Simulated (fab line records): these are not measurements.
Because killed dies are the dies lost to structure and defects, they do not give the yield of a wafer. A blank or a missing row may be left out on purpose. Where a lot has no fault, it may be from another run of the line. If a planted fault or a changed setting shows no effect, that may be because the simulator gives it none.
8D (eight disciplines) problem report, filled in by code | flow n5_finfet | the parts of the form that need people (team, actions taken, sign-off) are left out

== 1. WHAT IS WRONG ==
Wafers without a fault read 1500.0 rpm, standard deviation 0.9; spin_speed_rpm at N5_BEOL_M11_COAT_64 reads a mean of 1646.0 rpm on 6 wafers belonging to 2 lots. That is +99 or more standard deviations from the usual mean.
The step: time 60 s, resist thk 30 nm.
The first sign was on wafer L811.3 at day 14 10:52, on litho_track-04. Wafers with a number at this step in the record: 12, from 4 lots. The rule behind "out" and "out of limits": a value lying over 4 standard deviations away from the usual mean. All remaining wafers that have a number are taken as sound.

== 2. WHAT IT IS AND WHAT IT IS NOT ==
question                    | is                     | is not
which readings at this step | spin_speed_rpm         | dispense_pressure_kPa, plate_temp_C
which lots                  | L811, L812             | L797, L819
which wafers of those lots  | all that have a number | -
read on which tools         | litho_track-04         | litho_track-03
when                        | from day 14 10:52      | up to then (3 sound wafers); but 3 sound wafers of L819 came after

== 3. SUSPECTS, AND WHAT RULES EACH OUT ==
Counting: any tool at a process step up to the reading is kept as a suspect provided that every lot that is out went through it and no sound lot did after the first of them.
- litho_track-04 at N5_BEOL_M11_COAT_64 (time 60 s, resist thk 30 nm): kept. It ran every lot that is out, first L811 (day 14 10:52), and no sound lot after that; its last sound lot up to then is L797 (day 11 03:08). Its own readings are out on those wafers: spin_speed_rpm.
Remaining after the count: litho_track-04 at N5_BEOL_M11_COAT_64.

== 4. THE CAUSE (what the simulator had put in) ==
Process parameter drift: litho_track-04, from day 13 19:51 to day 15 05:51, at N5_BEOL_M11_COAT_64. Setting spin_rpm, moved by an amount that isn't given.
After counting, this tool was the only one left.

== 5. THE CHAIN OF EFFECTS, in route order ==
Each row: a reading whose mean over the struck wafers that have a number lies more than 3 standard deviations from the usual. Readings are gone through only where the record gives a usual standard deviation; hours: the median, over the lots, of the time from a lot's start at the first step in this table giving one to that lot's start at this step; sigmas: the change measured in usual standard deviations.
hours | step                | reading        | usual      | on struck wafers | change | sigmas
0     | N5_BEOL_M11_COAT_64 | spin_speed_rpm | 1500.0 rpm | 1646.0           | +146.0 | +99 or more
It contains these process steps:
- N5_BEOL_M11_COAT_64: time 60 s, resist thk 30 nm.

== 6. HOW IT WOULD HAVE BEEN CAUGHT EARLIER ==
In this record the first reading out of limits was taken at day 14 10:52, 15 hours after the fault began at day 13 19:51.
